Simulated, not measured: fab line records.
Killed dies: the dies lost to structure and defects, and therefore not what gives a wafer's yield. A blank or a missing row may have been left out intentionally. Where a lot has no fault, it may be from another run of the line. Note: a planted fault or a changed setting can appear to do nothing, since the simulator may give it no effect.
fab line records + flow n5Finfet
record
- lots=7
- wafers=21
route steps=1938 shown PASSIVATION@1923
startH: hours from the record's first day to the start of the lot's first wafer shown + waitH: hours from the lot's prior step to this one + " unchanged from the row above + L1.1+2: a row that stands for several wafers + - either no value or no given start + * or withheld: withheld + < > ~ a bound
route shown NAME@n: names a module that has steps shown in the file, with the first one's number in the route + usual: mean/standard deviation of fault-free wafers + same: alike in all rows + chamber/n: place in a boat + sites: per-site readings + _std_site: standard deviation across them + _edge_site: the outer-site mean with the inner-site mean subtracted + radiusMm: for every site, how far away it sits from the centre of the wafer + mask NAME#n: copy n + behind: tool/chamber where the wafer was last shaped + hold: what put the lot on hold/how long, in hours/how the hold closed + device: the transistor (n, p or np) that didn't switch + end of line: tests run on the same wafers once the route is complete + for a step that has no rows: nothing shown but its recipe + killed: not the wafer's yield, but the dies lost to structure and defects at the first sort + map: a wafer's dies, marking killed ones x, the rest . and places with no die _
set.NAME: setting as actually run; set.NAME@STEP: the setting as run at that earlier step + model.NAME: the simulator's own value behind a step, which no gauge read
lots whose settings were changed on purpose; a table a step, a row a wafer
## steps
# step N5_PASSIVATION_DEVELOP_43
# recipe
- developTimeS=60
- rinseLiquid=diw
- dry=airSpin
- devTempC=21
| lot.wafer  | tool          | chamber | startH | waitH | set.developTimeS |
|------------|---------------|---------|--------|-------|------------------|
| L078.2     | lithoTrack-02 | 0       | -      | -     | 60               |
| L078.3+6   | "             | 0       | "      | "     | 64.47            |
| L079.1+3+4 | lithoTrack-02 | 0       | -      | -     | 60               |
| L085.3     | lithoTrack-02 | 0       | -      | -     | 60               |
| L085.4+5   | "             | 0       | "      | "     | 55.31            |
| L084.3+5   | lithoTrack-05 | 0       | -      | -     | 54.52            |
| L084.4     | "             | 0       | "      | "     | 60               |
| L088.1+4   | lithoTrack-02 | 0       | -      | -     | 66.32            |
| L088.3     | "             | 0       | "      | "     | 60               |
| L091.2+3   | lithoTrack-01 | 0       | -      | -     | 67.98            |
| L091.6     | "             | 0       | "      | "     | 60               |
| L097.2+3+5 | lithoTrack-05 | 0       | -      | -     | 60               |
# step N5_PASSIVATION_HARDBAKE_45
# recipe
- tempC=130
- timeS=120
# step N5_PASSIVATION_CD_MEAS_44
# recipe
- targetCdNm=40000
- landingEnergyEv=500
- detector=seInlens
# usual
- cdNm=40001/4.4
| lot.wafer | tool     | chamber | startH | waitH | set.doseMj@PASSIVATION_EXPOSE_41 | cdNm  |
|-----------|----------|---------|--------|-------|----------------------------------|-------|
| L078.2    | cdSem-02 | 0       | 311.35 | -     | 59.75                            | 40016 |
| L078.3    | "        | 0       | "      | "     | 59.75                            | 40023 |
| L078.6    | "        | 0       | "      | "     | 57.25                            | 40006 |
| L079.1    | cdSem-03 | 0       | 312.68 | -     | 57.25                            | 40005 |
| L079.3    | "        | 0       | "      | "     | 57.25                            | 40005 |
| L079.4    | "        | 0       | "      | "     | 57.25                            | 40001 |
| L085.3    | cdSem-02 | 0       | 361.50 | -     | 57.25                            | 39997 |
| L085.4    | "        | 0       | "      | "     | 57.25                            | 39990 |
| L085.5    | "        | 0       | "      | "     | 60.9                             | 40016 |
| L084.3    | cdSem-01 | 0       | 364.79 | -     | 54.19                            | 39975 |
| L084.4    | "        | 0       | "      | "     | 54.19                            | 39980 |
| L084.5    | "        | 0       | "      | "     | 57.25                            | 39997 |
| L088.1    | cdSem-01 | 0       | 376.21 | -     | 61.34                            | 40029 |
| L088.3    | "        | 0       | "      | "     | 57.25                            | 40003 |
| L088.4    | "        | 0       | "      | "     | 61.34                            | 40029 |
| L091.2    | cdSem-03 | 0       | 377.28 | -     | 57.25                            | 40007 |
| L091.3    | "        | 0       | "      | "     | 54.73                            | 39995 |
| L091.6    | "        | 0       | "      | "     | 54.73                            | 39996 |
| L097.2    | cdSem-03 | 0       | 413.13 | -     | 60.67                            | 40017 |
| L097.3    | "        | 0       | "      | "     | 57.25                            | 40002 |
| L097.5    | "        | 0       | "      | "     | 57.25                            | 40000 |
## key
split
- step=N5_PASSIVATION_DEVELOP_43
- setting=developTimeS
- stated=60
- by=wafer
response none clear
split outsideThisFile step=N5_PASSIVATION_EXPOSE_41 setting=doseMj
# split outsideThisFile: this setting was split too, and the file shows its column; the key of that split is in another file
